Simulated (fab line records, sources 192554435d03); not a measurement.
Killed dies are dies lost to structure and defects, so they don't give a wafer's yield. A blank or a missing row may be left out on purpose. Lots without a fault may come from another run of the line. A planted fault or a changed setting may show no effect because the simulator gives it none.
fab line records | flow n5_finfet
record lots=4 wafers=10 last_day=18
route steps=1938 shown BEOL_M4@1059 PASSIVATION@1936
lots that met no fault: from a run of the same line without faults
start_h: hours from the record's first day to the start of the lot's first wafer shown | wait_h: hours since the lot's step before | " the same as in the row above | L1.1+2: a row that stands for several wafers | - no value, or no start given | * or withheld: withheld | < > ~ a bound
route shown NAME@n: a module of which the file shows steps, and the number in the route of the first | usual: mean/standard deviation of fault-free wafers | same: alike in all rows | chamber/n: place in a boat | sites: the reading at each site | _std_site: their standard deviation | _edge_site: outer sites' mean less inner sites' | radius_mm: how far each site lies from the wafer's centre | mask NAME#n: copy n | behind: the tool/chamber that last shaped the wafer | hold: why the lot was held/for how many hours/how that ended | device: the transistor (n, p or np) that didn't switch | end of line: the same wafers' tests at the end of the route | a step without rows: its recipe alone | killed: dies lost to structure and defects at the first sort, not the wafer's yield | map: a wafer's dies, x killed, . not, _ none there
set.NAME: the setting as run; set.NAME@STEP: as run at that earlier step | model.NAME: the simulator's own value behind a step, which no gauge read
lots at some steps of the route; a table a step, a row a wafer
services: from which hour (start_h, from the record's first day; less than 0 if before it) a tool's chamber was out of use, for how many hours, and why
## steps
# step N5_BEOL_M4_DESCUM_33
# recipe chemistry=O2 time_s=7 source_power_w=50 bias_power_w=20 pressure_mtorr=20 rf_frequency_hz=2.712e+07 temp_c=40 resist=CAR-EUV o2_flow_sccm=225
# step N5_BEOL_M4_ETCH_77
# recipe chemistry=N2/H2 target=underlayer target_depth_a=65 mask_material=CAR-EUV time_s=5.2 ion_energy_ev=200 pressure_mtorr=30 source_w=840 bias_w=150 n2_flow_sccm=200 h2_flow_sccm=200 ends=cleared
# step N5_BEOL_M4_ETCH_69
# recipe chemistry=CF4 target=SiARC target_depth_a=156 mask_material=CAR-EUV time_s=26 ion_energy_ev=80 pressure_mtorr=40 source_w=545 bias_w=36 Ar_flow_sccm=100 cf4_flow_sccm=100 ends=cleared
# step N5_BEOL_M4_ALD_98
# recipe material=SiO2 target_thk_a=25 temp_c=100 ald_precursor_family=BDEAS ald_co_reactant=O2-plasma pulse_time_s=1 co_reactant_pulse_time_s=1 purge_time_s=2 co_reactant_purge_time_s=2 ald_cycles=17 pressure_torr=2
# step N5_BEOL_M4_ETCHBACK_99
# recipe chemistry=CHF3 target=SiO2 target_depth_a=50 time_s=10.4 source_w=215 bias_w=47 Ar_flow_sccm=200 CHF3_flow_sccm=12 ion_energy_ev=100 pressure_mtorr=30
# step N5_BEOL_M4_ETCH_70
# recipe chemistry=N2/H2 target=SOC target_depth_a=800 overetch_a=240 mask_material=SiARC temp_c=40 time_s=130 ion_energy_ev=200 pressure_mtorr=30 source_w=840 bias_w=150 n2_flow_sccm=200 h2_flow_sccm=200
# step N5_BEOL_M4_STRIP_71
# recipe chemistry=N2/H2 temp_c=40 n2_flow_sccm=200 h2_flow_sccm=200 rf_frequency_hz=6e+07
# step N5_BEOL_M4_STRIP_78
# recipe chemistry=N2/H2 temp_c=40 n2_flow_sccm=200 h2_flow_sccm=200 rf_frequency_hz=6e+07
# step N5_BEOL_M4_VIA_ETCH_34
# recipe chemistry=C4F6/O2 target_depth_a=694 mask_material=SOC pressure_mtorr=15 ion_energy_ev=250 taper_deg=4 time_s=65.9 source_w=350 bias_w=170 Ar_flow_sccm=300 C4F6_flow_sccm=10 O2_flow_sccm=10
# step N5_BEOL_M4_STRIP_83
# recipe chemistry=C4F6/O2 resist=SiARC rf_frequency_hz=6e+07
# step N5_BEOL_M4_STRIP_36
# recipe chemistry=N2/H2 power_w=450 temp_c=40 pressure_mtorr=20 rf_frequency_hz=6e+07 overash_fraction=0.3 bias_power_w=7 h2_frac=0.5 n2_flow_sccm=200 h2_flow_sccm=200
# step N5_BEOL_M4_TRENCH_ETCH_37
# recipe chemistry=C4F6/O2 target_depth_a=555.55 target=SiOC time_s=29.2 ion_energy_ev=250 pressure_mtorr=30 source_w=355 bias_w=185 Ar_flow_sccm=300 C4F6_flow_sccm=10 O2_flow_sccm=10
# usual C4F6_flow_sccm=10.00/0.03 drypump_motor_current_A=5.7/0.46 mfc_ar_sccm=300.1/0.93 oes_product_au=0.82/0.084 rf_vpp_V=664/13 showerhead_plenum_p_Torr=2.80/0.062 throttle_valve_pct=20.82/0.27
# columns lot.wafer tool chamber start_h wait_h C4F6_flow_sccm drypump_motor_current_A mfc_ar_sccm oes_product_au rf_hours_counter_h rf_vpp_V showerhead_plenum_p_Torr throttle_valve_pct model.etch.depth_nm model.BEOL_M4.feature_depth_nm model.TiN_of_BEOL_M4_HM_DEP_02.thk_nm
L453.1 rie_diel-01 1 212.09 - 10.02 6.3 299.7 0.93 9 647 2.79 20.65 54.95 55 17.8
L453.3 " 3 " " 9.99 6.1 300.3 0.82 87 656 2.76 20.45 55.52 55.6 18
L453.6 " 1 " " 10.02 6.3 299.4 0.93 - 647 2.79 20.67 54.85 54.8 17.8
L456.4 rie_diel-01 1 244.62 - 9.99 6.3 300.2 0.63 - 649 2.79 20.65 28.19 28.2 18.4
L456.5 " 3 " " 10.01 6.1 301.5 0.56 - 657 2.76 20.42 28.53 28.6 19
L457.4 rie_diel-01 2 247.50 - 10.01 5.8 300.7 0.59 - 665 2.78 20.86 27.66 27.6 18.6
L457.5 " 3 " " 10.08 6.1 299.5 0.56 - 658 2.76 20.43 28.51 28.6 19.2
L467.2 rie_diel-06 3 317.37 - 9.99 6.0 299.6 0.91 22 663 2.79 20.81 56.65 56.6 17.6
L467.4 " 0 " " 10.01 5.8 299.8 0.75 168 658 2.74 20.70 55.67 55.6 17.8
L467.6 " 0 " " 9.99 5.8 300.4 0.74 - 659 2.74 20.71 55.23 55.2 17.8
# step N5_BEOL_M4_ETCH_41
# recipe chemistry=CH3F/O2 target=SiCN target_depth_a=299 taper_deg=2 time_s=52.5 ion_energy_ev=120 mask_material=TiN pressure_mtorr=30 source_w=395 bias_w=75 Ar_flow_sccm=150 CH3F_flow_sccm=30 O2_flow_sccm=20
# step N5_BEOL_M4_STRIP_97
# recipe chemistry=N2/H2 time_s=10 power_w=450 temp_c=40 pressure_mtorr=20 rf_frequency_hz=6e+07 bias_power_w=7 n2_flow_sccm=200 h2_flow_sccm=200
# step N5_BEOL_M4_OCD_MEAS_38
# usual trench_depth_nm=55.5/1.1
# columns lot.wafer tool chamber start_h wait_h trench_depth_nm
L453.1 ocd-01 - 212.24 - 55.1
L453.3 " - " " 56.1
L453.6 " - " " 55.1
L456.4 ocd-02 - 244.76 - 28.0
L456.5 " - " " 28.4
L457.4 ocd-02 - 247.64 - 27.6
L457.5 " - " " 28.8
L467.2 ocd-01 - 317.52 - 56.9
L467.4 " - " " 55.9
L467.6 " - " " 54.5
# step N5_BEOL_M4_HM_STRIP_39
# recipe chemistry=peroxide_tin_strip material=TiN target_depth_a=250 temp_c=50 time_s=158
# step N5_BEOL_M4_SRD_40
# recipe time_s=30 temp_c=23 rinse_liquid=diw dry=ipa_marangoni
# step N5_BEOL_M4_PRECLEAN_42
# recipe chemistry=residue_remover time_s=60 temp_c=40
# step N5_BEOL_M4_SRD_43
# recipe time_s=30 temp_c=23 rinse_liquid=diw dry=ipa_marangoni
# step N5_BEOL_M4_DEGAS_44
# recipe ambient=vacuum temp_c=250 time_s=60
# step N5_BEOL_M4_PRE_CLEAN_45
# recipe gas=H2/He time_s=30 temp_c=250
# step N5_BEOL_M4_ALD_84
# recipe material=TaN target_thk_a=* temp_c=275 ald_precursor_family=PDMAT ald_co_reactant=NH3 pressure_torr=3 carrier_flow_sccm=1500 pulse_time_s=2 purge_time_s=3 co_reactant_purge_time_s=2 co_reactant_pulse_time_s=3 ald_cycles=30 precursor_vessel_temp_c=75 precursor_vessel_pressure_torr=26.25 precursor_vessel_carrier_sccm=1000
# step N5_BEOL_M4_SURFACE_TREAT_85
# recipe gas=Ar time_s=* ion_energy_ev=* ion_current_ma_cm2=0.5 pressure_mtorr=* ar_flow_sccm=30
# step N5_BEOL_M4_CVD_47
# recipe material=Co target_thk_a=30 temp_c=withheld precursor=CCTBA/H2 pressure_torr=30 time_s=223.8
# step N5_BEOL_M4_SPUTTER_48
# recipe material=Cu target_thk_a=45 temp_c=-20 chamber_pressure_pa=0.07 power_w=withheld time_s=8.29
# step N5_BEOL_M4_ANNEAL_49
# recipe temp_c=400 time_s=240 ambient=vacuum
# step N5_BEOL_M4_SPUTTER_79
# recipe material=Cu target_thk_a=45 temp_c=-20 chamber_pressure_pa=0.07 power_w=withheld time_s=8.29
# step N5_BEOL_M4_ANNEAL_80
# recipe temp_c=400 time_s=240 ambient=vacuum
# step N5_BEOL_M4_SPUTTER_81
# recipe material=Cu target_thk_a=45 temp_c=-20 chamber_pressure_pa=0.07 power_w=withheld time_s=8.29
# step N5_BEOL_M4_ANNEAL_82
# recipe temp_c=400 time_s=240 ambient=vacuum
# step N5_BEOL_M4_SPUTTER_86
# recipe material=Cu target_thk_a=45 temp_c=-20 chamber_pressure_pa=0.07 power_w=withheld time_s=8.29
# step N5_BEOL_M4_ANNEAL_87
# recipe temp_c=400 time_s=240 ambient=vacuum
# step N5_BEOL_M4_SPUTTER_88
# recipe material=Cu target_thk_a=45 temp_c=-20 chamber_pressure_pa=0.07 power_w=withheld time_s=8.29
# step N5_BEOL_M4_ANNEAL_89
# recipe temp_c=400 time_s=240 ambient=vacuum
# step N5_BEOL_M4_SPUTTER_90
# recipe material=Cu target_thk_a=45 temp_c=-20 chamber_pressure_pa=0.07 power_w=withheld time_s=8.29
# step N5_BEOL_M4_ANNEAL_91
# recipe temp_c=400 time_s=240 ambient=vacuum
# step N5_BEOL_M4_SPUTTER_92
# recipe material=Cu target_thk_a=45 temp_c=-20 chamber_pressure_pa=0.07 power_w=withheld time_s=8.29
# step N5_BEOL_M4_ANNEAL_93
# recipe temp_c=400 time_s=240 ambient=vacuum
# step N5_BEOL_M4_SPUTTER_94
# recipe material=Cu target_thk_a=45 temp_c=-20 chamber_pressure_pa=0.07 power_w=withheld time_s=8.29
# step N5_BEOL_M4_ANNEAL_95
# recipe temp_c=400 time_s=240 ambient=vacuum
# step N5_BEOL_M4_CMP_52
# recipe stop_on=SiOC t_overpolish_s=6.8 down_force_psi=1 platen_rpm=50 clearing_platen_down_force_psi=1.5 clearing_platen_rpm=50 post_cmp_clean=cu_alkaline target_thk_nm=40 clearing_platen_pad_velocity_m_s=0.99484 pad_velocity_m_s=0.99484
# usual motor_current_A=6.1/0.73
# columns lot.wafer tool chamber start_h wait_h motor_current_A model.Cu_of_BEOL_M4_ECD_50.thk_nm
L453.3 cmp-03 0 216.82 0.2 6.9 40.2
L453.1 " 2 " " 6.5 40.4
L453.6 " 3 " " 5.3 39.8
L456.4 cmp-04 3 248.32 0.2 7.3 12.8
L456.5 " 3 " " 6.7 14
L457.4 cmp-01 0 252.42 0.2 6.5 14.6
L457.5 " 3 " " 5.4 13.8
L467.4 cmp-04 3 321.41 0.1 7.1 42.6
L467.2 " 0 " " 5.1 42.6
L467.6 " 3 " " 7.0 41.2
# step N5_BEOL_M4_THK_MEAS_53
# recipe thk_meas_gauge=xrf reads=Cu_of_BEOL_M4_ECD_50
# usual M4_THK=39.6/1.6
# columns lot.wafer tool chamber start_h wait_h M4_THK[nm]
L453.1 film_metro-02 - 217.08 - 40.2
L453.3 " - " " 39.7
L453.6 " - " " 39.5
L456.4 film_metro-01 - 248.58 - 12.7
L456.5 " - " " 13.8
L457.4 film_metro-01 - 252.68 - 14.4
L457.5 " - " " 13.6
L467.2 film_metro-01 - 321.70 - 42.2
L467.4 " - " " 42.2
L467.6 " - " " 40.9
# step N5_BEOL_M4_RS_MEAS_58
# recipe thk_meas_gauge=four-point-probe reads=Co_of_BEOL_M4_CO_CAP_55+Cu_of_BEOL_M4_ECD_50+Co_of_BEOL_M4_CVD_47+TaN_of_BEOL_M4_ALD_84
# usual M4_RS=0.67/0.034
# columns lot.wafer tool chamber start_h wait_h M4_RS[ohm/sq]
L453.1 film_metro-01 - 217.34 0.0 0.66
L453.3 " - " " 0.66
L453.6 " - " " 0.67
L456.4 film_metro-01 - 248.87 0.1 3.18
L456.5 " - " " 2.80
L457.4 film_metro-02 - 252.94 0.0 2.63
L457.5 " - " " 2.87
L467.2 film_metro-02 - 321.96 0.1 0.61
L467.4 " - " " 0.62
L467.6 " - " " 0.64
# step N5_BEOL_M4_RC_MEAS_101
# usual DIBL_N=35.6/1.7 DIBL_P=35.0/2 IOFF_N=0.148/0.027 IOFF_P=0.19/0.032 ION_N=671/14 ION_P=460/9.1 SS_N=71.3/0.62 SS_P=73.0/0.64 VT_N=251/3.2 VT_P=-251.5/2.9
# columns lot.wafer tool chamber start_h wait_h DIBL_N[mV/V] DIBL_P[mV/V] IOFF_N[nA/um] IOFF_P[nA/um] ION_N[uA/um] ION_P[uA/um] SS_N[mV/dec] SS_P[mV/dec] VT_N[mV] VT_P[mV]
L453.1 prober-02 0 217.39 0.0 35.7 34.8 0.150 0.21 679 469 71.5 72.9 251 -249.0
L453.3 " 0 " " 37.2 37.8 0.198 0.27 692 481 71.6 74.5 245 -244.9
L453.6 " 0 " " 34.9 34.9 0.145 0.21 679 471 71.1 73.0 252 -246.8
L467.2 prober-01 0 322.17 0.2 37.2 37.1 0.165 0.21 673 462 70.8 73.0 246 -249.8
L467.4 " 0 " " 37.3 36.3 0.151 0.18 671 452 71.6 73.3 252 -255.0
L467.6 " 0 " " 37.2 37.4 0.156 0.20 682 466 71.9 73.2 252 -252.4
# step N5_PASSIVATION_PROBE_49
# usual defect_limited_yield=91.2/1.6 killed_at_M0_to_M3=35/11 killed_at_M4_up=14/5.4 killed_at_contacts=13/6 killed_at_front_end=38/11 killed_at_other=3.4/2.6 killed_dies=104/19 killed_on_rim=13/3.9 killed_open=68/13 killed_short=34/8.5 sort_bin_5_function=5.1/1 sort_bin_6_memory=3.3/0.72 sort_n_pass=1075/22 sort_yield_pct=91.1/1.9
# same gross_dies=1180 killed_at_back_side=0 sort_bin_4_leakage[%]=0 sort_bin_8_speed[%]=0
# columns lot.wafer tool chamber start_h wait_h defect_limited_yield[%] killed_at_M0_to_M3 killed_at_M4_up killed_at_contacts killed_at_front_end killed_at_other killed_dies killed_on_rim killed_open killed_short sort_bin_5_function[%] sort_bin_6_memory[%] sort_n_pass sort_yield_pct[%]
L453.1 prober-01 - 331.49 0.0 91.0 34 12 18 41 1 106 21 67 30 5.4 2.6 1074 91.0
L453.3 prober-01 - 331.59 0.1 91.7 30 22 19 27 0 98 12 77 20 5.3 2.8 1082 91.7
L453.6 prober-01 - 331.74 0.3 90.8 36 15 13 42 3 109 16 72 37 5.2 3.8 1071 90.8
L456.4 prober-01 - 367.27 0.2 0 38 1098 14 28 2 1180 152 61 31 96.9 2.7 0 0
L456.5 prober-01 - 367.32 0.2 0.4 37 1082 16 39 1 1175 150 67 35 95.4 3.9 5 0.4
L457.4 prober-01 - 370.14 0.2 3.8 34 1050 3 47 1 1135 149 67 33 91.7 3.2 45 3.8
L457.5 prober-01 - 370.19 0.2 0.8 21 1093 7 36 14 1171 152 57 32 95.8 3.0 9 0.8
# killed by level:class
L453.1 MOL_CONTACT_COAG:geometric_particle:open=15 BEOL_M2:geometric_particle:open=9 FIN_SAQP:geometric_particle:open=7 FIN_SAQP:geometric_particle:short=7 BEOL_M3:geometric_particle:open=7 BEOL_M1:geometric_particle:open=6 STI_FIN_REVEAL:geometric_particle:open=5 HKMG_FIN:area_etch=5
L453.3 MOL_CONTACT_COAG:geometric_particle:open=16 BEOL_M3:geometric_particle:open=9 BEOL_M5:geometric_particle:open=8 BEOL_M2:geometric_particle:open=7 BEOL_M4:geometric_particle:open=6 DUMMY_GATE:geometric_particle:open=5 BEOL_M2:geometric_particle:short=5 GATE_CUT:geometric_particle:open=4
L453.6 FIN_SAQP:geometric_particle:open=17 MOL_CONTACT_COAG:geometric_particle:open=10 FIN_SAQP:geometric_particle:short=8 BEOL_M3:geometric_particle:short=8 BEOL_M2:geometric_particle:open=7 BEOL_M4:geometric_particle:open=7 BEOL_M5:geometric_particle:open=6 BEOL_M0_SAQP:geometric_particle:short=5
L456.4 BEOL_M4:area_ecd=1088 BEOL_M0_SAQP:geometric_particle:open=10 MOL_CONTACT_COAG:geometric_particle:open=9 BEOL_M3:geometric_particle:open=8 BEOL_M1:geometric_particle:open=7 BEOL_M0_SAQP:geometric_particle:short=5 GATE_CUT:geometric_particle:short=5 MOL_CONTACT_COAG:geometric_particle:short=5
L456.5 BEOL_M4:area_ecd=1073 MOL_CONTACT_COAG:geometric_particle:open=11 FIN_SAQP:geometric_particle:open=10 BEOL_M2:geometric_particle:open=10 FIN_SAQP:geometric_particle:short=7 BEOL_M3:geometric_particle:open=7 MOL_CONTACT_COAG:geometric_particle:short=5 BEOL_M0_SAQP:geometric_particle:open=5
L457.4 BEOL_M4:area_ecd=1022 BEOL_M4:geometric_particle:open=22 HKMG_FIN:area_etch=12 BEOL_M2:geometric_particle:open=9 GATE_CUT:geometric_particle:short=8 BEOL_M0_SAQP:geometric_particle:short=8 STI_FIN_REVEAL:geometric_particle:open=6 BEOL_M0_SAQP:geometric_particle:open=6
L457.5 BEOL_M4:area_ecd=1080 STI_FIN_REVEAL:geometric_particle:open=8 BEOL_M0_SAQP:geometric_particle:open=7 FIN_SAQP:geometric_particle:short=6 MOL_CONTACT_COAG:geometric_particle:open=6 BEOL_M0_SAQP:geometric_particle:short=5 FIN_SAQP:geometric_particle:open=4 MIM_TOP_ETCH:geometric_particle:short=4
# map L456.4 (x killed, . not)
_________________xxxxxxxxxxxx________________
______________xxxxxxxxxxxxxxxxxx_____________
___________xxxxxxxxxxxxxxxxxxxxxxxx__________
__________xxxxxxxxxxxxxxxxxxxxxxxxxx_________
________xxxxxxxxxxxxxxxxxxxxxxxxxxxxxx_______
_______xxxxxxxxxxxxxxxxxxxxxxxxxxxxxxxx______
______xxxxxxxxxxxxxxxxxxxxxxxxxxxxxxxxxx_____
_____xxxxxxxxxxxxxxxxxxxxxxxxxxxxxxxxxxxx____
____xxxxxxxxxxxxxxxxxxxxxxxxxxxxxxxxxxxxxx___
___xxxxxxxxxxxxxxxxxxxxxxxxxxxxxxxxxxxxxxxx__
___xxxxxxxxxxxxxxxxxxxxxxxxxxxxxxxxxxxxxxxx__
__xxxxxxxxxxxxxxxxxxxxxxxxxxxxxxxxxxxxxxxxxx_
__xxxxxxxxxxxxxxxxxxxxxxxxxxxxxxxxxxxxxxxxxx_
_xxxxxxxxxxxxxxxxxxxxxxxxxxxxxxxxxxxxxxxxxxxx
_xxxxxxxxxxxxxxxxxxxxxxxxxxxxxxxxxxxxxxxxxxxx
_xxxxxxxxxxxxxxxxxxxxxxxxxxxxxxxxxxxxxxxxxxxx
_xxxxxxxxxxxxxxxxxxxxxxxxxxxxxxxxxxxxxxxxxxxx
_xxxxxxxxxxxxxxxxxxxxxxxxxxxxxxxxxxxxxxxxxxxx
_xxxxxxxxxxxxxxxxxxxxxxxxxxxxxxxxxxxxxxxxxxxx
_xxxxxxxxxxxxxxxxxxxxxxxxxxxxxxxxxxxxxxxxxxxx
_xxxxxxxxxxxxxxxxxxxxxxxxxxxxxxxxxxxxxxxxxxxx
__xxxxxxxxxxxxxxxxxxxxxxxxxxxxxxxxxxxxxxxxxx_
__xxxxxxxxxxxxxxxxxxxxxxxxxxxxxxxxxxxxxxxxxx_
___xxxxxxxxxxxxxxxxxxxxxxxxxxxxxxxxxxxxxxxx__
___xxxxxxxxxxxxxxxxxxxxxxxxxxxxxxxxxxxxxxxx__
____xxxxxxxxxxxxxxxxxxxxxxxxxxxxxxxxxxxxxx___
_____xxxxxxxxxxxxxxxxxxxxxxxxxxxxxxxxxxxx____
______xxxxxxxxxxxxxxxxxxxxxxxxxxxxxxxxxx_____
_______xxxxxxxxxxxxxxxxxxxxxxxxxxxxxxxx______
________xxxxxxxxxxxxxxxxxxxxxxxxxxxxxx_______
__________xxxxxxxxxxxxxxxxxxxxxxxxxx_________
___________xxxxxxxxxxxxxxxxxxxxxxxx__________
______________xxxxxxxxxxxxxxxxxx_____________
_________________xxxxxxxxxxxx________________
# map L457.5 (x killed, . not)
_________________xxxxxxxxxxxx________________
______________xxxxxxxxxxxxxxxxxx_____________
___________xxxxxxxxxxxxxxxxxxxxxxxx__________
__________xxxxxxxxxxxxxxxxxxxxx.xxxx_________
________xxxxxxxxxxxxxxxxxxxxxxxxxxxxxx_______
_______xxxxxxxxxxxxxxxxxxxxxxxxxxxxxxxx______
______xxxxxxxxxxxxxxxxxxxxxxxxxxxxxxxxxx_____
_____xxxxxxxxxxxxxxxxxxxxxxxxxxxxxxxxxxxx____
____xxxxxxxxxxxxxxxxxxxxxxxxxxxxxxxxxxxxxx___
___xxxxxxxxxxxxxxxxxxxxxxxxxxxxxxxxxxxxxxxx__
___xxxxxxxxxxxxxxxxxxxxxxxxxxxxxxxxxxxxxxxx__
__xxxxxxxxxxxxxxxxxxxxxxxxxxxxxxxxxxxxxxxxxx_
__xxxxxxxxxxxxxxxxxxxxxxxxxxxxxxxxxxxxxxxxxx_
_xxxxxxxxxxxxxxxxxxxxxxxxxxxxxxxxxxxxxxxxxxxx
_xxxxxxxxxxxxxxxxxxxxxxxxxxxxxxxxxxxxxxxxxxxx
_xxxxxxxxxxxxxxxx.xxxxxxxxxxxxxxxxxxxxxxxxxxx
_xxxxxxxxxxxxxxxxxxxxxxxxxxxxxxxxxxxxxxxxxxxx
_xxxxxxxxxxxxxxxxxxxxxxxxxxxxxxxxxxxxxxxxxxxx
_xxxxxxxxxxxxxxxxxxxxxxxxxxxxxxxxxxxxxxxxxxxx
_xxxxxxxxxxxxxxxxxxxxxxxxxxxxxxxxxxxxxxxxxxxx
_xxxxxxxxxxxxxxxxxxxxxxxxxxxxxxxxxxxxxxxxxxxx
__xxxxxxxxxxxxxxxxxxxxxxxxxxxxxxxxxxxxxxxxxx_
__xxxxxxxxxxxxxxxxxxxxxx.xxxxxxxxxxxxxxxxxxx_
___xxxxxxxxxxxxxxxxxxxxxxxxxxxxxxx..xxxxxxx__
___xxxxxxxxxxxxxxxxxxxxxxxxxxxxxxxxxxxxxxxx__
____xxxxxxxxxxxxxxxxxxxxxxxxxxxxxxxxxxxxxx___
_____xxxxxxxxxxxxxxxxxxxxxxxxxxxxxxxxxxxx____
______xxxxxxxxxxxxxxxxxxxxxxxxxxxxxx.xxx_____
_______xxxxxxxxxxxxxxxxxxxxxxxxxxxxxxxx______
________xxxxxxxxxxxxxxxxxxxxxxxxxxxxxx_______
__________xxxxxxxxxxxxxxxxxxxxxxxxxx_________
___________xxxx.xxxxxx.xxxxxxxxxxxx__________
______________xxxxxxxxxxxx.xxxxx_____________
_________________xxxxxxxxxxxx________________
## services
# columns tool chamber start_h hours kind
cmp-01 - 200.65 5.8 pm
cmp-01 - 213.24 2.2 repair
rie_diel-06 1 214.36 13.2 repair
cmp-04 - 221.30 4.0 pm
cmp-04 - 225.30 - consumable_replace:conditioner
cmp-04 - 225.30 - consumable_replace:pad
rie_diel-01 0 238.87 - clean
rie_diel-01 0 238.87 - consumable_replace:focus_ring
rie_diel-01 0 238.87 17.9 scheduled_down
rie_diel-01 0 238.87 17.9 vent_cycle
cmp-01 - 239.82 5.8 repair
rie_diel-06 3 242.28 - clean
rie_diel-06 3 242.28 - consumable_replace:focus_ring
rie_diel-06 3 242.28 19.6 scheduled_down
cmp-01 - 247.03 0.3 repair
cmp-01 - 247.35 1.5 repair
cmp-03 - 249.04 4.0 pm
cmp-04 - 253.92 7.0 pm
cmp-01 - 260.03 0.9 repair
cmp-01 - 267.74 4.1 pm
cmp-03 - 267.84 23.6 repair
cmp-01 - 277.06 4.0 pm
rie_diel-01 2 306.55 1.8 repair
rie_diel-01 - 317.64 2.8 pm
## key
first_sign step=N5_BEOL_M4_TRENCH_ETCH_37 reading=oes_product_au direction=down sigmas=2.8 usual=0.82 struck=0.58
effect step=N5_BEOL_M4_OCD_MEAS_38 reading=trench_depth_nm direction=down sigmas=25 usual=55.5 struck=28.2
effect step=N5_BEOL_M4_THK_MEAS_53 reading=M4_THK direction=down sigmas=16 usual=39.6 struck=13.6
effect step=N5_BEOL_M4_RS_MEAS_58 reading=M4_RS direction=up sigmas=65 usual=0.67 struck=2.87
effect step=N5_PASSIVATION_PROBE_49 reading=killed_at_M4_up direction=up sigmas=99+ usual=14 struck=1081
model_effect step=N5_BEOL_M4_TRENCH_ETCH_37 value=etch.depth_nm without=54.64 struck=28.22
model_effect step=N5_BEOL_M4_CMP_52 value=Cu_of_BEOL_M4_ECD_50.thk_nm without=40.25 struck=13.8
more_kills_born_at N5_BEOL_M4_ECD_50@ecd_cu-01=2161 N5_BEOL_M4_ECD_50@ecd_cu-02=2102
met_at N5_BEOL_M4_TRENCH_ETCH_37
struck_wafers L456.4,L456.5,L457.4,L457.5
later_rows_left_out L456.4,L456.5,L457.4,L457.5
onset_between 212.09 244.62
fault kind=process_parameter_drift tool=rie_diel-01 chamber=- onset_h=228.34 steps=N5_BEOL_M4_TRENCH_ETCH_37 channel=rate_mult offset=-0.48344 shape=step end_h=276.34 scope=struck_wafers_only
# later_rows_left_out: the simulator's readings of these wafers behind a module that went badly wrong aren't trusted and aren't shown, but for the sort
